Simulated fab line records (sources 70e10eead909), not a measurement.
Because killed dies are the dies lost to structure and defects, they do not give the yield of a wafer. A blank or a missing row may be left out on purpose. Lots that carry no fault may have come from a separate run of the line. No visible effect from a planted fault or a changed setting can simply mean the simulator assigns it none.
The tool behind it: which one? / flow nand_harc / 11 lots with 33 wafers sampled at 6 steps, on a route of 1302 steps

== WHAT THE GAUGES READ, wafer by wafer ==
NHARC_A_CHANNEL_HOLE_D2_INSPECT_40.
lot=L664; measured=day 13 17:02; on=defect_inspect-02; raw_defect_count=210 277 199
lot=L665; measured=day 14 13:43; on=defect_inspect-01; raw_defect_count=405 276 265
lot=L669; measured=day 16 09:43; on=defect_inspect-02; raw_defect_count=1686 1515 1488
lot=L670; measured=day 16 17:49; on=defect_inspect-02; raw_defect_count=1570 1683 1559
lot=L677; measured=day 19 04:13; on=defect_inspect-02; raw_defect_count=394 325 355
lot=L678; measured=day 19 20:02; on=defect_inspect-01; raw_defect_count=145 137 210
lot=L680; measured=day 20 10:34; on=defect_inspect-01; raw_defect_count=368 250 289
lot=L682; measured=day 21 13:51; on=defect_inspect-01; raw_defect_count=341 294 410
lot=L683; measured=day 21 14:44; on=defect_inspect-02; raw_defect_count=284 250 350
lot=L684; measured=day 22 23:19; on=defect_inspect-02; raw_defect_count=153 276 299
lot=L686; measured=day 23 08:14; on=defect_inspect-02; raw_defect_count=343 263 483

NHARC_END_SORT_01.
lot=L664; measured=day 25 02:24; on=prober-01; killed_at_array=54 51 75; killed_at_other=0 2 1; killed_at_periphery=2 4 3; killed_dies=56 57 79; killed_open=3 3 4; killed_short=1 2 3
lot=L665; measured=day 25 11:08; on=prober-01; killed_at_array=52 68 68; killed_at_other=0 1 1; killed_at_periphery=3 2 1; killed_dies=55 71 70; killed_open=5 4 1; killed_short=1 1 2
lot=L669; measured=day 27 02:44; on=prober-01; killed_at_array=77 70 65; killed_at_other=0 1 1; killed_at_periphery=2 1 2; killed_dies=79 72 68; killed_open=9 2 2; killed_short=1 0 3
lot=L670; measured=day 27 11:49; on=prober-02; killed_at_array=94 144 95; killed_at_other=0 0 0; killed_at_periphery=2 1 5; killed_dies=96 145 100; killed_open=2 3 4; killed_short=0 2 5
lot=L677; measured=day 30 11:19; on=prober-01; killed_at_array=50 60 51; killed_at_other=0 0 0; killed_at_periphery=4 3 1; killed_dies=54 63 52; killed_open=3 3 2; killed_short=2 0 5
lot=L678; measured=day 30 19:02; on=prober-01; killed_at_array=24 16 32; killed_at_other=2 0 0; killed_at_periphery=10 9 2; killed_dies=36 25 34; killed_open=10 0 4; killed_short=2 2 5
lot=L680; measured=day 31 03:14; on=prober-02; killed_at_array=28 23 23; killed_at_other=0 0 4; killed_at_periphery=0 0 0; killed_dies=28 23 27; killed_open=1 5 1; killed_short=1 2 1
lot=L682; measured=day 32 09:21; on=prober-01; killed_at_array=51 39 36; killed_at_other=1 1 1; killed_at_periphery=2 3 6; killed_dies=54 43 43; killed_open=5 5 2; killed_short=8 1 3
lot=L683; measured=day 32 22:34; on=prober-02; killed_at_array=58 58 56; killed_at_other=0 0 0; killed_at_periphery=6 3 6; killed_dies=64 61 62; killed_open=4 3 1; killed_short=4 2 0
lot=L684; measured=day 34 02:11; on=prober-02; killed_at_array=26 24 24; killed_at_other=1 3 1; killed_at_periphery=9 8 5; killed_dies=36 35 30; killed_open=2 2 5; killed_short=1 4 3
lot=L686; measured=day 35 00:49; on=prober-01; killed_at_array=54 44 43; killed_at_other=0 1 0; killed_at_periphery=5 3 2; killed_dies=59 48 45; killed_open=5 2 3; killed_short=2 3 1

== EACH LOT AND THE TOOL THAT RAN IT (in order: tool; ch and the chambers of the sampled wafers; start) ==
lot=L664; NHARC_A_CHANNEL_HOLE_D2_DESCUM_15=rie_diel-09 ch 0,1,3, day 13 08:44; NHARC_A_CHANNEL_HOLE_D2_ETCH_16=rie_diel-09 ch 1,2,3, day 13 12:17 or earlier; NHARC_A_CHANNEL_HOLE_D2_ETCH_22=har_etch-02 ch 0,1, day 13 12:17; NHARC_A_CHANNEL_HOLE_D2_ETCH_23=har_etch-02 ch 0,1, day 13 12:52
lot=L665; NHARC_A_CHANNEL_HOLE_D2_DESCUM_15=rie_diel-09 ch 1,2,3, day 14 06:05; NHARC_A_CHANNEL_HOLE_D2_ETCH_16=rie_diel-09 ch 0,1,3, day 14 08:14 or earlier; NHARC_A_CHANNEL_HOLE_D2_ETCH_22=har_etch-02 ch 0,1, day 14 08:14; NHARC_A_CHANNEL_HOLE_D2_ETCH_23=har_etch-02 ch 0,1, day 14 08:49
lot=L669; NHARC_A_CHANNEL_HOLE_D2_DESCUM_15=rie_diel-09 ch 1,3, day 16 02:50; NHARC_A_CHANNEL_HOLE_D2_ETCH_16=rie_diel-09 ch 1,2,3, day 16 04:59 or earlier; NHARC_A_CHANNEL_HOLE_D2_ETCH_22=har_etch-02 ch 1, day 16 04:59; NHARC_A_CHANNEL_HOLE_D2_ETCH_23=har_etch-02 ch 1, day 16 05:34
lot=L670; NHARC_A_CHANNEL_HOLE_D2_DESCUM_15=rie_diel-06 ch 1,3, day 16 09:22; NHARC_A_CHANNEL_HOLE_D2_ETCH_16=rie_diel-06 ch 1,3, day 16 12:55 or earlier; NHARC_A_CHANNEL_HOLE_D2_ETCH_22=har_etch-02 ch 0,1, day 16 12:55; NHARC_A_CHANNEL_HOLE_D2_ETCH_23=har_etch-02 ch 0,1, day 16 13:30
lot=L677; NHARC_A_CHANNEL_HOLE_D2_DESCUM_15=rie_diel-09 ch 1,2, day 18 21:02; NHARC_A_CHANNEL_HOLE_D2_ETCH_16=rie_diel-09 ch 1,2, day 18 23:23 or earlier; NHARC_A_CHANNEL_HOLE_D2_ETCH_22=har_etch-01 ch 0,1, day 18 23:23; NHARC_A_CHANNEL_HOLE_D2_ETCH_23=har_etch-01 ch 0,1, day 18 23:58
lot=L678; NHARC_A_CHANNEL_HOLE_D2_DESCUM_15=rie_diel-02 ch 0,1,2, day 19 13:11; NHARC_A_CHANNEL_HOLE_D2_ETCH_16=rie_diel-02 ch 0,3, day 19 15:12 or earlier; NHARC_A_CHANNEL_HOLE_D2_ETCH_22=har_etch-02 ch 1, day 19 15:12; NHARC_A_CHANNEL_HOLE_D2_ETCH_23=har_etch-02 ch 1, day 19 15:46
lot=L680; NHARC_A_CHANNEL_HOLE_D2_DESCUM_15=rie_diel-02 ch 1,2,3, day 20 03:32; NHARC_A_CHANNEL_HOLE_D2_ETCH_16=rie_diel-02 ch 2,3, day 20 05:40 or earlier; NHARC_A_CHANNEL_HOLE_D2_ETCH_22=har_etch-02 ch 0,1, day 20 05:40; NHARC_A_CHANNEL_HOLE_D2_ETCH_23=har_etch-02 ch 0,1, day 20 06:16
lot=L682; NHARC_A_CHANNEL_HOLE_D2_DESCUM_15=rie_diel-02 ch 0,1,2, day 21 06:57; NHARC_A_CHANNEL_HOLE_D2_ETCH_16=rie_diel-02 ch 0,1,3, day 21 09:00 or earlier; NHARC_A_CHANNEL_HOLE_D2_ETCH_22=har_etch-02 ch 0,1, day 21 09:00; NHARC_A_CHANNEL_HOLE_D2_ETCH_23=har_etch-02 ch 0,1, day 21 09:34
lot=L683; NHARC_A_CHANNEL_HOLE_D2_DESCUM_15=rie_diel-09 ch 0,1,3, day 21 07:52; NHARC_A_CHANNEL_HOLE_D2_ETCH_16=rie_diel-09 ch 0,3, day 21 10:05 or earlier; NHARC_A_CHANNEL_HOLE_D2_ETCH_22=har_etch-01 ch 0,1, day 21 10:05; NHARC_A_CHANNEL_HOLE_D2_ETCH_23=har_etch-01 ch 0,1, day 21 10:41
lot=L684; NHARC_A_CHANNEL_HOLE_D2_DESCUM_15=rie_diel-02 ch 0,1,2, day 22 13:26; NHARC_A_CHANNEL_HOLE_D2_ETCH_16=rie_diel-02 ch 0,1,3, day 22 18:29 or earlier; NHARC_A_CHANNEL_HOLE_D2_ETCH_22=har_etch-02 ch 0,1, day 22 18:29; NHARC_A_CHANNEL_HOLE_D2_ETCH_23=har_etch-02 ch 0,1, day 22 19:04
lot=L686; NHARC_A_CHANNEL_HOLE_D2_DESCUM_15=rie_diel-09 ch 0,1,2, day 23 00:50; NHARC_A_CHANNEL_HOLE_D2_ETCH_16=rie_diel-09 ch 2,3, day 23 03:35 or earlier; NHARC_A_CHANNEL_HOLE_D2_ETCH_22=har_etch-02 ch 0,1, day 23 03:35; NHARC_A_CHANNEL_HOLE_D2_ETCH_23=har_etch-02 ch 0,1, day 23 04:11
- NHARC_A_CHANNEL_HOLE_D2_DESCUM_15: chemistry O2, time 3 s.
- NHARC_A_CHANNEL_HOLE_D2_ETCH_16: etches the open film in O2/COS, target depth 3100 nm, time 806 s.
- NHARC_A_CHANNEL_HOLE_D2_ETCH_22: etches the open film in C4F8/O2/Ar, time 666.7 s, target depth 1600 nm.
- NHARC_A_CHANNEL_HOLE_D2_ETCH_23: etches the open film in C4F8/O2/Ar, time 819 s, target depth 1600 nm.

== AS READ BY THE TOOLS THEMSELVES (means over the sampled wafers that have a number; for cases with no such wafer, the mark the record gives instead) ==
NHARC_A_CHANNEL_HOLE_D2_DESCUM_15.
lot=L664; tool=rie_diel-09; drypump_motor_current_A (A)=5.1; oes_product_au (a.u.)=0.998; rf_vpp_V (V)=57.9; showerhead_plenum_p_Torr (Torr)=1.92; throttle_valve_pct (%)=11.318
lot=L665; tool=rie_diel-09; drypump_motor_current_A (A)=5.2; oes_product_au (a.u.)=1.004; rf_vpp_V (V)=57.2; showerhead_plenum_p_Torr (Torr)=1.89; throttle_valve_pct (%)=11.305
lot=L669; tool=rie_diel-09; drypump_motor_current_A (A)=5.1; oes_product_au (a.u.)=0.996; rf_vpp_V (V)=57.5; showerhead_plenum_p_Torr (Torr)=1.96; throttle_valve_pct (%)=11.310
lot=L670; tool=rie_diel-06; drypump_motor_current_A (A)=5.7; oes_product_au (a.u.)=1.003; rf_vpp_V (V)=57.5; showerhead_plenum_p_Torr (Torr)=1.88; throttle_valve_pct (%)=11.305
lot=L677; tool=rie_diel-09; drypump_motor_current_A (A)=5.3; oes_product_au (a.u.)=0.996; rf_vpp_V (V)=58.4; showerhead_plenum_p_Torr (Torr)=1.91; throttle_valve_pct (%)=11.301
lot=L678; tool=rie_diel-02; drypump_motor_current_A (A)=5.9; oes_product_au (a.u.)=0.992; rf_vpp_V (V)=58.1; showerhead_plenum_p_Torr (Torr)=1.83; throttle_valve_pct (%)=11.309
lot=L680; tool=rie_diel-02; drypump_motor_current_A (A)=5.7; oes_product_au (a.u.)=1.002; rf_vpp_V (V)=57.8; showerhead_plenum_p_Torr (Torr)=1.83; throttle_valve_pct (%)=11.315
lot=L682; tool=rie_diel-02; drypump_motor_current_A (A)=6.0; oes_product_au (a.u.)=0.986; rf_vpp_V (V)=56.9; showerhead_plenum_p_Torr (Torr)=1.83; throttle_valve_pct (%)=11.317
lot=L683; tool=rie_diel-09; drypump_motor_current_A (A)=5.1; oes_product_au (a.u.)=1.002; rf_vpp_V (V)=57.1; showerhead_plenum_p_Torr (Torr)=1.92; throttle_valve_pct (%)=11.314
lot=L684; tool=rie_diel-02; drypump_motor_current_A (A)=5.9; oes_product_au (a.u.)=1.001; rf_vpp_V (V)=57.5; showerhead_plenum_p_Torr (Torr)=1.83; throttle_valve_pct (%)=11.313
lot=L686; tool=rie_diel-09; drypump_motor_current_A (A)=5.3; oes_product_au (a.u.)=1.004; rf_vpp_V (V)=58.4; showerhead_plenum_p_Torr (Torr)=1.87; throttle_valve_pct (%)=11.304

NHARC_A_CHANNEL_HOLE_D2_ETCH_16.
lot=L664; tool=rie_diel-09; drypump_motor_current_A (A)=5.2; oes_product_au (a.u.)=1.005; rf_vpp_V (V)=313.3; showerhead_plenum_p_Torr (Torr)=3.09; throttle_valve_pct (%)=28.326
lot=L665; tool=rie_diel-09; drypump_motor_current_A (A)=5.1; oes_product_au (a.u.)=0.994; rf_vpp_V (V)=314.6; showerhead_plenum_p_Torr (Torr)=3.14; throttle_valve_pct (%)=28.330
lot=L669; tool=rie_diel-09; drypump_motor_current_A (A)=5.2; oes_product_au (a.u.)=0.997; rf_vpp_V (V)=313.4; showerhead_plenum_p_Torr (Torr)=3.09; throttle_valve_pct (%)=28.336
lot=L670; tool=rie_diel-06; drypump_motor_current_A (A)=5.8; oes_product_au (a.u.)=1.003; rf_vpp_V (V)=312.9; showerhead_plenum_p_Torr (Torr)=3.08; throttle_valve_pct (%)=28.328
lot=L677; tool=rie_diel-09; drypump_motor_current_A (A)=5.4; oes_product_au (a.u.)=0.991; rf_vpp_V (V)=312.0; showerhead_plenum_p_Torr (Torr)=3.01; throttle_valve_pct (%)=28.331
lot=L678; tool=rie_diel-02; drypump_motor_current_A (A)=5.9; oes_product_au (a.u.)=0.996; rf_vpp_V (V)=313.7; showerhead_plenum_p_Torr (Torr)=3.08; throttle_valve_pct (%)=28.326
lot=L680; tool=rie_diel-02; drypump_motor_current_A (A)=5.8; oes_product_au (a.u.)=0.996; rf_vpp_V (V)=311.8; showerhead_plenum_p_Torr (Torr)=2.99; throttle_valve_pct (%)=28.331
lot=L682; tool=rie_diel-02; drypump_motor_current_A (A)=5.9; oes_product_au (a.u.)=0.986; rf_vpp_V (V)=312.5; showerhead_plenum_p_Torr (Torr)=3.04; throttle_valve_pct (%)=28.332
lot=L683; tool=rie_diel-09; drypump_motor_current_A (A)=5.0; oes_product_au (a.u.)=1.004; rf_vpp_V (V)=313.8; showerhead_plenum_p_Torr (Torr)=3.09; throttle_valve_pct (%)=28.331
lot=L684; tool=rie_diel-02; drypump_motor_current_A (A)=5.9; oes_product_au (a.u.)=0.990; rf_vpp_V (V)=312.9; showerhead_plenum_p_Torr (Torr)=3.04; throttle_valve_pct (%)=28.334
lot=L686; tool=rie_diel-09; drypump_motor_current_A (A)=5.3; oes_product_au (a.u.)=1.003; rf_vpp_V (V)=311.4; showerhead_plenum_p_Torr (Torr)=2.97; throttle_valve_pct (%)=28.331

NHARC_A_CHANNEL_HOLE_D2_ETCH_22.
lot=L664; tool=har_etch-02; drypump_motor_current_A (A)=5.39; showerhead_plenum_p_Torr (Torr)=3.48; throttle_valve_pct (%)=32.160
lot=L665; tool=har_etch-02; drypump_motor_current_A (A)=5.38; showerhead_plenum_p_Torr (Torr)=3.48; throttle_valve_pct (%)=32.149
lot=L669; tool=har_etch-02; drypump_motor_current_A (A)=5.29; showerhead_plenum_p_Torr (Torr)=3.49; throttle_valve_pct (%)=32.147
lot=L670; tool=har_etch-02; drypump_motor_current_A (A)=5.40; showerhead_plenum_p_Torr (Torr)=3.46; throttle_valve_pct (%)=32.163
lot=L677; tool=har_etch-01; drypump_motor_current_A (A)=5.74; showerhead_plenum_p_Torr (Torr)=3.62; throttle_valve_pct (%)=32.160
lot=L678; tool=har_etch-02; drypump_motor_current_A (A)=5.27; showerhead_plenum_p_Torr (Torr)=3.91; throttle_valve_pct (%)=32.157
lot=L680; tool=har_etch-02; drypump_motor_current_A (A)=5.48; showerhead_plenum_p_Torr (Torr)=3.90; throttle_valve_pct (%)=32.163
lot=L682; tool=har_etch-02; drypump_motor_current_A (A)=5.40; showerhead_plenum_p_Torr (Torr)=3.90; throttle_valve_pct (%)=32.148
lot=L683; tool=har_etch-01; drypump_motor_current_A (A)=5.74; showerhead_plenum_p_Torr (Torr)=3.60; throttle_valve_pct (%)=32.148
lot=L684; tool=har_etch-02; drypump_motor_current_A (A)=5.39; showerhead_plenum_p_Torr (Torr)=3.89; throttle_valve_pct (%)=32.164
lot=L686; tool=har_etch-02; drypump_motor_current_A (A)=5.51; showerhead_plenum_p_Torr (Torr)=3.88; throttle_valve_pct (%)=32.158

NHARC_A_CHANNEL_HOLE_D2_ETCH_23.
lot=L664; tool=har_etch-02; drypump_motor_current_A (A)=5.37; showerhead_plenum_p_Torr (Torr)=3.48; throttle_valve_pct (%)=32.150
lot=L665; tool=har_etch-02; drypump_motor_current_A (A)=5.39; showerhead_plenum_p_Torr (Torr)=3.48; throttle_valve_pct (%)=32.165
lot=L669; tool=har_etch-02; drypump_motor_current_A (A)=5.29; showerhead_plenum_p_Torr (Torr)=3.49; throttle_valve_pct (%)=32.152
lot=L670; tool=har_etch-02; drypump_motor_current_A (A)=5.38; showerhead_plenum_p_Torr (Torr)=3.46; throttle_valve_pct (%)=32.157
lot=L677; tool=har_etch-01; drypump_motor_current_A (A)=5.74; showerhead_plenum_p_Torr (Torr)=3.62; throttle_valve_pct (%)=32.150
lot=L678; tool=har_etch-02; drypump_motor_current_A (A)=5.30; showerhead_plenum_p_Torr (Torr)=3.91; throttle_valve_pct (%)=32.151
lot=L680; tool=har_etch-02; drypump_motor_current_A (A)=5.49; showerhead_plenum_p_Torr (Torr)=3.90; throttle_valve_pct (%)=32.161
lot=L682; tool=har_etch-02; drypump_motor_current_A (A)=5.38; showerhead_plenum_p_Torr (Torr)=3.90; throttle_valve_pct (%)=32.167
lot=L683; tool=har_etch-01; drypump_motor_current_A (A)=5.72; showerhead_plenum_p_Torr (Torr)=3.60; throttle_valve_pct (%)=32.148
lot=L684; tool=har_etch-02; drypump_motor_current_A (A)=5.37; showerhead_plenum_p_Torr (Torr)=3.89; throttle_valve_pct (%)=32.156
lot=L686; tool=har_etch-02; drypump_motor_current_A (A)=5.50; showerhead_plenum_p_Torr (Torr)=3.88; throttle_valve_pct (%)=32.153

== THE ANSWER, worked out from the rows above alone ==
Rule: the usual values come from the lots themselves. The widest of any qualifying gaps counts: lots, ordered by their means at a reading, are off when they make up no more than a third of the lots, leave a main group of 4 or more, and stand apart from it by 3 or more times the standard deviation of that group's means. If all means in a main group match to the digits the tables above print for the reading, that group is not used. Also off: a lot with no number at a reading for which 4 or more lots have one. Where the step has rows for the other lots, those lots are counted as sound. Order of review: gauges by route order, followed by the tools' own readings, for which a lot's mean as printed above is used. The first step at which some lot is off is used, and at that step the reading that is off furthest; a lot without a number counts as furthest.
Off: L669, L670 (NHARC_A_CHANNEL_HOLE_D2_INSPECT_40, raw_defect_count). The main group has a mean of 291 with a standard deviation of 63.
If a tool, at a process step before that reading, ran all the lots that are off and no sound lot after the first of them, it fits. Gauges at NHARC_A_CHANNEL_HOLE_D2_INSPECT_40: tried the same way as those tools. NHARC_A_CHANNEL_HOLE_D2_ETCH_16 gives no start for some lots, so the hours and the order of its lots are those of NHARC_A_CHANNEL_HOLE_D2_ETCH_22. Not one of the candidates tried fits.

== WHAT HAD BEEN PUT IN BY THE SIMULATOR ==
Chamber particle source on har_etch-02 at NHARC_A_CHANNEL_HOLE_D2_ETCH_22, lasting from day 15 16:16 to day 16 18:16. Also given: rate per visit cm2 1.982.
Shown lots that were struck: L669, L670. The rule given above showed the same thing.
